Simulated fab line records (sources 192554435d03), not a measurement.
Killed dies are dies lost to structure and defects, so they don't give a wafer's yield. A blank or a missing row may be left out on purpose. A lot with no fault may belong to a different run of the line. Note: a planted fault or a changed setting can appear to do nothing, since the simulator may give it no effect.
Chamber matching    flow n5-finfet    N5_SDB_ETCH_17 on rie-diel-03: 4 sister chambers
The step etches SiARC in CF4, target depth 23.4 nm, time 39 s. 20 wafers are shown with their chamber, then 10 later ones without.

## WAFERS WITH THEIR CHAMBER
wafer   chamber  drypump-motor-current-A (A)  showerhead-plenum-p-Torr (Torr)  oes-product-au (a.u.)
L074.4  3        5.2                          2.22                             0.61
L074.5  2        5.3                          2.22                             0.61
L074.6  0        5.9                          2.28                             0.85
L080.2  1        5.3                          2.20                             0.79
L080.3  0        5.9                          2.28                             0.78
L080.5  0        5.8                          2.28                             0.79
L083.1  2        5.3                          2.21                             0.60
L083.3  3        5.2                          2.21                             0.60
L083.4  0        5.9                          2.27                             0.76
L085.1  2        5.3                          2.21                             0.61
L085.4  3        5.3                          2.21                             0.61
L085.5  2        5.3                          2.21                             0.60
L088.2  2        5.3                          2.21                             0.60
L088.3  1        5.3                          2.19                             0.74
L088.4  2        5.3                          2.21                             0.59
L089.2  1        5.3                          2.19                             0.75
L089.3  2        5.3                          2.21                             0.59
L089.4  2        5.3                          2.21                             0.59
L093.1  2        5.3                          2.21                             0.58
L093.4  0        5.8                          2.27                             0.75

SIGNATURES (means of the wafers above)
reading                   chamber 0  chamber 1  chamber 2  chamber 3  scatter within a chamber
drypump-motor-current-A   5.860      5.300      5.300      5.233      0.0342
showerhead-plenum-p-Torr  2.2760     2.1933     2.2111     2.2133     0.00462
oes-product-au            0.7860     0.7600     0.5967     0.6067     0.0229
Rule: distance of a wafer from a chamber = root of the sum over the readings of ((wafer's reading minus chamber's mean) / reading's scatter) squared. If the next closest chamber is less than 2 further off than the closest, the wafer can't be placed; otherwise it belongs to the closest. The scatter: the root of (the sum of the squares of (reading less its chamber's mean) over the shown wafers, divided by (wafers less chambers)).

## WAFERS WITH NO CHAMBER GIVEN
wafer   drypump-motor-current-A (A)  showerhead-plenum-p-Torr (Torr)  oes-product-au (a.u.)
L093.5  5.3                          2.21                             0.58
L095.2  5.3                          2.20                             0.58
L095.3  5.3                          2.20                             0.58
L095.6  5.8                          2.27                             0.74
L096.3  5.3                          2.18                             0.73
L096.4  5.9                          2.27                             0.74
L096.5  5.3                          2.18                             0.73
L097.2  5.2                          2.20                             0.58
L097.3  5.3                          2.20                             0.58
L097.5  5.2                          2.20                             0.58

## THE CHAMBER EACH PASSED THROUGH
wafer   from the rows above      in truth
L093.5  can't be placed: 2 or 3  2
L095.2  can't be placed: 2 or 3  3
L095.3  can't be placed: 2 or 3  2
L095.6  0                        0
L096.3  1                        1
L096.4  0                        0
L096.5  1                        1
L097.2  can't be placed: 3 or 2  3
L097.3  can't be placed: 2 or 3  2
L097.5  can't be placed: 3 or 2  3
Placed correctly: 4 of 10. From these rows, 6 cannot be placed; in 6 the true chamber is one of the candidates. Placed wrongly: 0.
